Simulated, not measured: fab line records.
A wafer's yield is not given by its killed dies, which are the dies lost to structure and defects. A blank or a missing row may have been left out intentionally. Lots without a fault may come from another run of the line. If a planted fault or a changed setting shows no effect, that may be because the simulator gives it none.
A struck lot beside a sound one	flow n5 finfet	15 out of 1938 route steps
Sound: wafers L361.1, L361.3, L361.4. Wafers struck: L372.2, L372.3, L372.6. The cause comes at the end.
At each step with rows: each side's tool, then ch and its chambers, then its first start. Under that, the readings that differ: sound wafers	struck wafers	difference of the means	sigmas: that difference in standard deviations of wafers without a fault.
alike: readings whose means differ by less than 2 such deviations, and words and numbers that are the same on both sides. not compared: withheld readings, readings that some wafer has no value for, bounds like >300 that may hide the same value, and numbers for which the record gives no deviation and whose values overlap.
A row with sigmas, a row that says differs or no value, or rows on one side alone: a step with any of these is where the two part. When numbers do not overlap yet have no deviation, they are printed without sigmas and do not part them. A reading that every wafer of one side lacks parts them only if that side has two wafers or more.

N5_BEOL_M7_STRIP_80: strips in N2/H2, time 10 s.
  sound on rie diel-04 ch 0,1,2; struck on rie diel-02 ch 0,1,3
  alike: chamber pressure mTorr, drypump motor current A, oes product au, rf vpp V, showerhead plenum p Torr, throttle valve pct
  not compared: rf hours counter h
N5_BEOL_M7_OCD_MEAS_38:
  sound: ocd-02 at day 11 04:12; struck: ocd-01 at day 13 21:01
  alike: trench depth nm
then, 4 steps without rows for these wafers: N5_BEOL_M7_HM_STRIP_39 (strips TiN in peroxide tin strip, target depth 25 nm, time 158 s); N5_BEOL_M7_SRD_40 (time 30 s); N5_BEOL_M7_PRECLEAN_42 (cleans in residue remover, time 60 s); N5_BEOL_M7_SRD_43 (time 30 s).
N5_BEOL_M7_CD_MEAS_35: the cd target is 40 nm.
  sound: cd sem-02 at day 11 04:21; struck: cd sem-02 at day 13 21:16
  alike: cd nm
N5_BEOL_M7_CURE_75: cures SiCOH lowk, time 120 s.
  sound on uv cure-01 ch 1, day 11 04:48; struck on uv cure-02 ch 1, day 13 21:21
  alike: lamp power pct, wafer_temp_C_max
then, 1 step without rows for these wafers: N5_BEOL_M7_DEGAS_44 (time 60 s).
N5_BEOL_M7_PRE_CLEAN_45: time 30 s.
  sound: pvd sputter-01 at day 11 05:25; struck: pvd sputter-02 at day 13 21:56
  alike: heater power w
N5_BEOL_M7_ALD_77: deposits TaN, target thk 2 nm, pulse time 2 s, purge time 3 s.
  sound on ald metal-04 ch 0,2,3, day 11 05:35; struck on ald metal-01 ch 0,2, day 13 22:01
  alike: heater power w
N5_BEOL_M7_SURFACE_TREAT_79:
  sound: pvd sputter-01 at day 11 05:55; struck: pvd sputter-01 at day 13 22:23
  not compared: throttle valve pct
N5_BEOL_M7_CVD_78: deposits Co from CCTBA/H2, target thk 2 nm, time 142.3 s.
  sound on cvd co-02 ch 0,1, day 11 06:02; struck on cvd co-01 ch 0,1,2, day 13 22:46
then, 2 steps without rows for these wafers: N5_BEOL_M7_SPUTTER_48 (material Cu, target thk 10 nm, time 1.667 s); N5_PASSIVATION_PROBE_49.

== WHERE THEY PART ==
Nowhere in this record.

WHY: what the simulator had put in
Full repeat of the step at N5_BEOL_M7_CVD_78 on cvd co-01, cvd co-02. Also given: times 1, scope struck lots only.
